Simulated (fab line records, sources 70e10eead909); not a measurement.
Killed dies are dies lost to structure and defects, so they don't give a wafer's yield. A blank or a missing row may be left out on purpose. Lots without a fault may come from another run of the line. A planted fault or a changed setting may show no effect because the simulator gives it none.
Chamber matching | flow nand_harc | NHARC_A_SGD_CUT_CMP_21 on cmp-04: 4 sister chambers
The step polishes, target thk 148.19 nm. 16 wafers are shown with their chamber, then 8 later ones without.

WAFERS WITH THEIR CHAMBER
wafer  | chamber | motor_current_A (A) | edge_zone_pressure_frac | slurry_flow_ml_min
L074.1 | 2       | 12.6                | 1.001                   | 149.5
L074.4 | 1       | 14.8                | 0.999                   | 149.7
L074.6 | 2       | 13.6                | 1.006                   | 149.1
L077.1 | 1       | 14.7                | 1.009                   | 150.1
L077.3 | 2       | 13.0                | 1.007                   | 150.3
L077.6 | 0       | 11.5                | 1.004                   | 149.7
L076.1 | 3       | 11.2                | 0.997                   | 149.4
L076.3 | 1       | 14.2                | 1.005                   | 150.8
L076.6 | 1       | 14.4                | 1.009                   | 150.6
L081.1 | 1       | 14.2                | 1.003                   | 149.4
L081.4 | 3       | 12.1                | 0.994                   | 150.0
L081.6 | 3       | 11.0                | 0.992                   | 148.8
L085.1 | 2       | 12.3                | 1.000                   | 149.8
L085.5 | 2       | 12.9                | 1.002                   | 149.5
L085.6 | 3       | 11.2                | 0.995                   | 149.2
L088.1 | 1       | 13.9                | 1.002                   | 149.5

SIGNATURES (means of the wafers above)
reading                 | chamber 0 | chamber 1 | chamber 2 | chamber 3 | scatter within a chamber
motor_current_A         | 11.500    | 14.367    | 12.880    | 11.375    | 0.433
edge_zone_pressure_frac | 1.00400   | 1.00450   | 1.00320   | 0.99450   | 0.00331
slurry_flow_ml_min      | 149.700   | 150.017   | 149.640   | 149.350   | 0.52
Rule: a wafer's distance from a chamber is the root of the sum, over the readings, of the square of ((its reading less the chamber's mean) divided by the reading's scatter). The wafer belongs to the nearest chamber; if the next one is less than 2 further off, it can't be placed. The scatter: the root of (the sum of the squares of (reading less its chamber's mean) over the shown wafers, divided by (wafers less chambers)).

WAFERS WITHOUT THEIR CHAMBER
wafer  | motor_current_A (A) | edge_zone_pressure_frac | slurry_flow_ml_min
L088.4 | 11.9                | 0.994                   | 150.7
L088.5 | 15.2                | 1.004                   | 149.9
L093.2 | 11.4                | 0.996                   | 151.4
L093.3 | 11.1                | 0.997                   | 149.9
L093.6 | 13.2                | 1.007                   | 149.1
L097.1 | 13.2                | 1.001                   | 149.8
L097.4 | 14.6                | 1.003                   | 150.5
L097.6 | 12.6                | 1.004                   | 150.4

WHICH CHAMBER EACH WENT THROUGH
wafer  | from the rows above          | in truth
L088.4 | can't be placed: 3 or 0 or 2 | 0
L088.5 | 1                            | 1
L093.2 | can't be placed: 3 or 0 or 2 | 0
L093.3 | can't be placed: 3 or 0      | 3
L093.6 | can't be placed: 2 or 1      | 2
L097.1 | can't be placed: 2 or 1      | 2
L097.4 | 1                            | 1
L097.6 | can't be placed: 2 or 0      | 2
Placed correctly: 2 of 8. Can't be placed from these rows: 6 (the true chamber is among the candidates in 6). Placed wrongly: 0.
